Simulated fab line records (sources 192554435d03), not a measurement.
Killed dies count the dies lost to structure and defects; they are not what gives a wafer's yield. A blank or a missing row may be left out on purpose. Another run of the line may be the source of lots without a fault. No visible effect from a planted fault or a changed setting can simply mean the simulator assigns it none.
Split-lot experiment ; flow n5Finfet ; 21 wafers read across 7 lots, on a route 1938 steps long

THE SPLIT ITSELF
At N5_HKMG_FIN_ETCH_54 (etches SiARC in CF4, target depth 45.5 nm, time 75.8 s), the setting sourceW was moved away from the recipe's 545 W on 6 of the 21 wafers read, by -15.8% to +7.9%. For the rest of the wafers, this setting stayed at what the recipe calls for.

The reading is taken at the split's own step.

THE READING
rfVppV, in V, at N5_HKMG_FIN_ETCH_54 (etches SiARC in CF4, target depth 45.5 nm, time 75.8 s). Fault-free wafers of this fab line usually give 184.6 V, standard deviation 1.2 V.

wafer;tool, chamber at the split;sourceW as run, W;against the recipe;rfVppV, V;against lot-mates on the recipe
L074.3;rieDiel-03, 2;545;recipe;182.3;-
L074.4;rieDiel-03, 3;545;recipe;183.3;-
L074.6;rieDiel-03, 1;545;recipe;184.9;-
L078.1;rieDiel-05, 0;545;recipe;183.4;-
L078.3;rieDiel-05, 1;545;recipe;183.1;-
L078.4;rieDiel-05, 2;545;recipe;183.6;-
L080.1;rieDiel-03, 1;545;recipe;184.1;-
L080.3;rieDiel-03, 2;545;recipe;186.5;-
L080.5;rieDiel-03, 1;545;recipe;185.4;-
L082.1;rieDiel-05, 1;587.9;+7.9%;179.4;no lot-mate on the recipe
L082.3;rieDiel-05, 2;587.9;+7.9%;179.5;no lot-mate on the recipe
L082.6;rieDiel-05, 3;587.9;+7.9%;181.8;no lot-mate on the recipe
L086.1;rieDiel-03, 3;545;recipe;181.4;-
L086.2;rieDiel-03, 2;458.9;-15.8%;196.8;+15.4
L086.3;rieDiel-03, 1;458.9;-15.8%;196.2;+14.8
L090.3;rieDiel-05, 0;545;recipe;184.7;-
L090.4;rieDiel-05, 1;545;recipe;183.2;-
L090.6;rieDiel-05, 3;584.8;+7.3%;181.0;-2.9
L097.1;rieDiel-05, 2;545;recipe;184.9;-
L097.2;rieDiel-05, 1;545;recipe;183.9;-
L097.3;rieDiel-05, 3;545;recipe;185.1;-

THE FIT
A straight line over all 21 wafers: rfVppV changes by -0.685 V for each +1% of sourceW; r = -0.95; the points scatter about the line by 1.5 V.
The same after taking each lot's own level away (the mean of its wafers on the recipe; 18 wafers): -0.889 V for each +1%; r = -0.97; scatter 1.2 V.
According to that fit, moving sourceW by its largest amount changes the reading by 14 V.
Measured against the standard deviation above, the lots' own levels, which go from 181.40 to 185.33 V, span 3.3 times it.
Thus the slope moves with the lot-to-lot level: the two fits are different.
Check: with one of the wafers moved furthest among these (-15.8%) left out of the fit, the line predicts +13.5 V for it against its lot-mates. It came out at +15.4 V against them.
Tool readings at the split's step, against how far the setting was moved: etchRfOnTimeS r = -0.98; rfVppV r = -0.95.

OTHER SPLITS ON THESE WAFERS
Before the reading, these wafers also passed through other splits. Each is held against what the fit with the lots' levels taken away leaves over:
other split on the same wafers;wafers away from the commonest value;r with rfVppV (lot level and that fit taken away)
N5_FIN_SAQP_PEB_14 pebTimeS;9;-0.01
N5_FIN_SAQP_DEVELOP_15 developTimeS;10;-0.38
N5_FIN_SAQP_SPACER1_ALD_24 tempC;7;-0.01
N5_STI_FIN_REVEAL_ETCHBACK_08 timeS;5;+0.41
N5_SD_EPI_N_COAT_33 spinRpm;7;-0.02
N5_SD_EPI_N_PEB_07 pebTempC;8;+0.29
N5_SD_EPI_P_EPI_21 epiGrowthTimeS;4;+0.01

THE WHOLE CHAIN: every reading that the file lists as answering this split, in the file's order
step;what it does;reading;change (the file's fit);r (the file's)
N5_HKMG_FIN_ETCH_54;etches SiARC in CF4, target depth 45.5 nm, time 75.8 s;etchRfOnTimeS;withheld for each +1% of the setting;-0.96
N5_HKMG_FIN_ETCH_54;etches SiARC in CF4, target depth 45.5 nm, time 75.8 s;rfVppV;-0.858 V for each +1% of the setting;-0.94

FILE'S OWN FIT
rfVppV changes by -0.858 V for each +1% of sourceW, r = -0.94.
